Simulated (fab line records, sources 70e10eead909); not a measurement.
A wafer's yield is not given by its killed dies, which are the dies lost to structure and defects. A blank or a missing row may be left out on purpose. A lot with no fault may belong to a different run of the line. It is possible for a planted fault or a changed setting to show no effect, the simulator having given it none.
Matching of chambers ; flow nand harc ; rie diel-13 running NHARC_THIN_TSV_ETCH_44: 4 sister chambers
The step etches the open film in CF4/O2, target depth 1594.2 nm, time 797.1 s. 14 wafers are shown with their chamber, then 7 later ones without.

== WAFERS WITH THEIR CHAMBER ==
wafer;chamber;rf vpp V (V);oes product au (a.u.);o2 flow sccm (sccm)
L501.1;3;792;1.015;10.026
L501.3;0;785;1.022;10.034
L501.6;1;801;0.995;10.024
L502.2;1;800;0.988;10.022
L502.3;2;803;0.992;10.026
L502.5;2;804;0.997;10.025
L507.3;1;801;0.992;9.987
L507.5;2;802;0.990;10.023
L507.6;3;792;1.022;9.979
L513.3;3;792;1.004;10.000
L513.4;0;787;1.005;9.996
L513.5;2;801;0.979;9.975
L517.2;3;791;1.003;10.038
L517.3;2;804;0.988;9.942

SIGNATURES, as means of the wafers listed above
reading;chamber 0;chamber 1;chamber 2;chamber 3;scatter within a chamber
rf vpp V;786.00;800.67;802.80;791.75;1.01
oes product au;1.01350;0.99167;0.98920;1.01100;0.00771
o2 flow sccm;10.01500;10.01100;9.99820;10.01075;0.0308
Rule: distance of a wafer from a chamber = root of the sum over the readings of ((wafer's reading minus chamber's mean) / reading's scatter) squared. The wafer belongs to the nearest chamber; if the next one is less than 2 further off, it can't be placed. The scatter: take each reading less its chamber's mean, square it, sum over the shown wafers, divide by the number of wafers less the number of chambers, and take the root.

== WAFERS WHOSE CHAMBER IS MISSING ==
wafer;rf vpp V (V);oes product au (a.u.);o2 flow sccm (sccm)
L517.5;792;0.999;10.000
L516.1;785;0.978;9.975
L516.3;802;0.992;10.004
L516.4;800;1.003;10.000
L518.3;803;0.984;10.013
L518.5;803;0.994;10.042
L518.6;790;0.994;10.011

== CHAMBER TAKEN BY EACH ==
wafer;from the rows above;in truth
L517.5;3;3
L516.1;0;0
L516.3;can't be placed: 2 or 1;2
L516.4;can't be placed: 1 or 2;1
L518.3;can't be placed: 2 or 1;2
L518.5;can't be placed: 2 or 1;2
L518.6;can't be placed: 3 or 0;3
Correctly placed: 2 of 7. These rows do not allow placing 5 (true chamber among the candidates in 5). Wrongly placed: 0.
